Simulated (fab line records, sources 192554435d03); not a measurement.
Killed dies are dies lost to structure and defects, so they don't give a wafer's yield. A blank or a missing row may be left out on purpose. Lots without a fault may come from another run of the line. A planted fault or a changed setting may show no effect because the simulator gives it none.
One fault seen from 2 desks | flow n5_finfet | each desk has only its own numbers; what lay behind them comes last

THE METROLOGY DESK
What the gauges read, lot by lot, whatever tool the lot ran on: means of the sampled wafers that have a number. A lot is out of limits, marked OUT, if its mean lies more than 4 standard deviations from the usual mean; the brackets give that distance.
Columns: A = trench_depth_nm at N5_BEOL_M9_OCD_MEAS_38, usual 151.1 nm; B = cd_nm at N5_BEOL_M9_CD_MEAS_35, usual 69.8 nm; C = M9_THK at N5_BEOL_M9_THK_MEAS_53, usual 139 nm; D = M9_RS at N5_BEOL_M9_RS_MEAS_57, usual 0.151 ohm/sq
lot  | first seen here | A               | B    | C             | D
L391 | day 9 22:03     | 151.8           | 69.7 | 138           | 0.148
L395 | day 10 20:59    | 151.5           | 69.5 | 137           | 0.150
L397 | day 11 21:31    | 198.0 (+16) OUT | 69.8 | 186 (+15) OUT | 0.115 (-9.6) OUT
L399 | day 12 11:53    | 150.8           | 70.3 | 139           | 0.153
L400 | day 12 18:54    | 186.9 (+12) OUT | 70.5 | 176 (+12) OUT | 0.124 (-7.2) OUT
L410 | day 14 19:22    | 149.6           | 69.9 | 138           | 0.152
L409 | day 16 09:17    | 151.8           | 69.2 | 140           | 0.152
L414 | day 16 12:10    | 145.8           | 70.0 | 134           | 0.158
L411 | day 16 13:14    | 153.1           | 70.2 | 141           | 0.149
This desk's finding: out of limits on L397, L400; first on L397, day 11 21:31 (trench_depth_nm at N5_BEOL_M9_OCD_MEAS_38). In limits: L391, L395, L399, L410, L409, L414, L411.

THE TOOL OWNER'S DESK: rie_diel-05
The tool's own readings at N5_BEOL_M9_TRENCH_ETCH_37 (etches SiCOH lowk in C4F6/O2, target depth 151.43 nm, time 49 s): means of the sampled wafers that have a number, for each lot that ran on this tool. A lot is out of limits, marked OUT, if its mean lies more than 4 standard deviations from the usual mean; the brackets give that distance.
Columns: A = drypump_motor_current_A at N5_BEOL_M9_TRENCH_ETCH_37, usual 5.80 A; B = oes_f_703_au at N5_BEOL_M9_TRENCH_ETCH_37, usual 0.78 a.u.; C = oes_product_au at N5_BEOL_M9_TRENCH_ETCH_37, usual 0.78 a.u.; D = rf_vpp_V at N5_BEOL_M9_TRENCH_ETCH_37, usual 667 V; E = showerhead_plenum_p_Torr at N5_BEOL_M9_TRENCH_ETCH_37, usual 2.86 Torr; F = throttle_valve_pct at N5_BEOL_M9_TRENCH_ETCH_37, usual 20.87 %
lot  | first seen here | A    | B    | C    | D   | E    | F
L395 | day 10 20:49    | 5.91 | 0.75 | 0.75 | 655 | 2.77 | 21.12
L397 | day 11 21:21    | 5.86 | 0.73 | 0.90 | 666 | 2.85 | 21.08
L400 | day 12 18:44    | 5.84 | 0.76 | 0.91 | 666 | 2.80 | 20.91
L409 | day 16 09:02    | 5.81 | 0.89 | 0.91 | 673 | 2.91 | 20.80
L411 | day 16 13:04    | 5.73 | 0.86 | 0.87 | 668 | 2.89 | 20.93
This desk's finding: nothing out of limits on any of the 5 lots.

PUT TOGETHER
The metrology desk could have raised an alarm at day 11 21:31, on L397, L400.
The tool owner's desk saw nothing out of limits.
The tool owner's desk has L397, L400 on record, within its limits.
Of the lots named, all ran N5_BEOL_M9_TRENCH_ETCH_37 on rie_diel-05.

WHAT THE SIMULATOR HAD PUT IN
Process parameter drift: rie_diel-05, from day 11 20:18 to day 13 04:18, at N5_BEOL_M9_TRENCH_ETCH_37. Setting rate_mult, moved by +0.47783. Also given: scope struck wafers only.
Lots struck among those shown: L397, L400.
Hours from the fault's start to each desk's first reading out of limits: the metrology desk, 1.
